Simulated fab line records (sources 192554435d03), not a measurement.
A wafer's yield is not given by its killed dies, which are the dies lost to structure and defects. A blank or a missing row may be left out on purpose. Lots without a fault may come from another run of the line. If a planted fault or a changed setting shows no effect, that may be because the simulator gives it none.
Split-lot trial | flow n5-finfet | 21 wafers read across 7 lots, on a route 1938 steps long

== THE SPLIT ITSELF ==
At N5_GATE_CUT_HM_DEP_46 (deposits SiO2 from TEOS/O2, target thk 130 nm, time 26.6 s), the setting time-s was moved away from the recipe's 26.6 s on 8 of the 21 wafers read, by -13.2% to +10.8%. For the rest of the wafers, this setting stayed at what the recipe calls for.

Reading taken at the split's own step.

== THE READING ==
SiO2_of_GATE_CUT_HM_DEP_46.thk-nm (the simulator's own value, which no gauge read), in nm, at N5_GATE_CUT_HM_DEP_46 (deposits SiO2 from TEOS/O2, target thk 130 nm, time 26.6 s). No usual value for it is given in the file. Here, 13 wafers ran the recipe; their average is 130.0 nm with a standard deviation of 1.7 nm.

wafer  | tool, chamber at the split | time-s as run, s | against the recipe | SiO2_of_GATE_CUT_HM_DEP_46.thk-nm, nm | against lot-mates on the recipe
L074.1 | pecvd-04, 0                | 26.6             | recipe             | 129                                   | -
L074.4 | pecvd-04, 1                | 26.6             | recipe             | 131.2                                 | -
L074.6 | pecvd-04, 0                | 27.63            | +3.9%              | 136                                   | +5.9
L075.1 | pecvd-02, 2                | 26.6             | recipe             | 127.4                                 | -
L075.3 | pecvd-02, 0                | 23.09            | -13.2%             | 109.8                                 | -17.6
L075.6 | pecvd-02, 1                | 23.09            | -13.2%             | 113.6                                 | -13.8
L077.4 | pecvd-03, 2                | 28.11            | +5.7%              | 139.8                                 | +9.0
L077.5 | pecvd-03, 1                | 26.6             | recipe             | 130.8                                 | -
L077.6 | pecvd-03, 0                | 28.11            | +5.7%              | 139                                   | +8.2
L079.3 | pecvd-03, 0                | 26.6             | recipe             | 130.6                                 | -
L079.4 | pecvd-03, 2                | 26.6             | recipe             | 131.2                                 | -
L079.5 | pecvd-03, 2                | 26.6             | recipe             | 132.4                                 | -
L084.1 | pecvd-03, 2                | 26.6             | recipe             | 126.6                                 | -
L084.4 | pecvd-03, 2                | 26.6             | recipe             | 129.4                                 | -
L084.6 | pecvd-03, 1                | 26.6             | recipe             | 128.8                                 | -
L089.3 | pecvd-02, 1,2              | 29.47            | +10.8%             | 144.8                                 | +12.6
L089.4 | pecvd-02, 1,2              | 29.47            | +10.8%             | 144.8                                 | +12.6
L089.5 | pecvd-02, 2                | 26.6             | recipe             | 132.2                                 | -
L091.1 | pecvd-03, 0                | 26.6             | recipe             | 130.8                                 | -
L091.2 | pecvd-03, 2                | 26.6             | recipe             | 129.2                                 | -
L091.6 | pecvd-03, 2                | 23.37            | -12.1%             | 113.8                                 | -16.2
Where a row lists several chambers, the file gives one row for several wafers and doesn't say which wafer went through which chamber.

FIT RESULTS
A straight line over all 21 wafers: SiO2_of_GATE_CUT_HM_DEP_46.thk-nm changes by +1.4 nm for each +1% of time-s; r = +0.98; the points scatter about the line by 1.6 nm.
The same after taking each lot's own level away (the mean of its wafers on the recipe; 21 wafers): +1.24 nm for each +1%; r = +0.99; scatter 1.2 nm.
Per that fit: largest time-s move, reading shift of 16 nm.
Across the lots, their own levels run from 127.40 to 132.20 nm, a range of 2.9 times the standard deviation given above.
Hence the slope depends on the lot-to-lot level, as the two fits are not the same.
Check: -15.8 nm against its lot-mates is what the line predicts for one of the wafers moved furthest among these (-13.2%) when that wafer is left out of the fit. It came out at -17.6 nm against them.

== FURTHER SPLITS ON THESE WAFERS ==
Note: prior to the reading, these wafers also went through further splits. Each is held against what the fit with the lots' levels taken away leaves over:
other split on the same wafers        | wafers away from the commonest value | r with SiO2_of_GATE_CUT_HM_DEP_46.thk-nm (lot level and that fit taken away)
N5_SD_ACTIVATION_LSA_01 temp-c        | 4                                    | -0.13
N5_HKMG_FIN_EXPOSE_46 dose-mj         | 4                                    | -0.23
N5_HKMG_FIN_DEVELOP_48 develop-time-s | 11                                   | -0.03
N5_HKMG_FIN_DESCUM_17 time-s          | 5                                    | -0.33

== THE FILE'S OWN FIT ==
SiO2_of_GATE_CUT_HM_DEP_46.thk-nm changes by +1.26 nm for each +1% of time-s, r = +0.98.
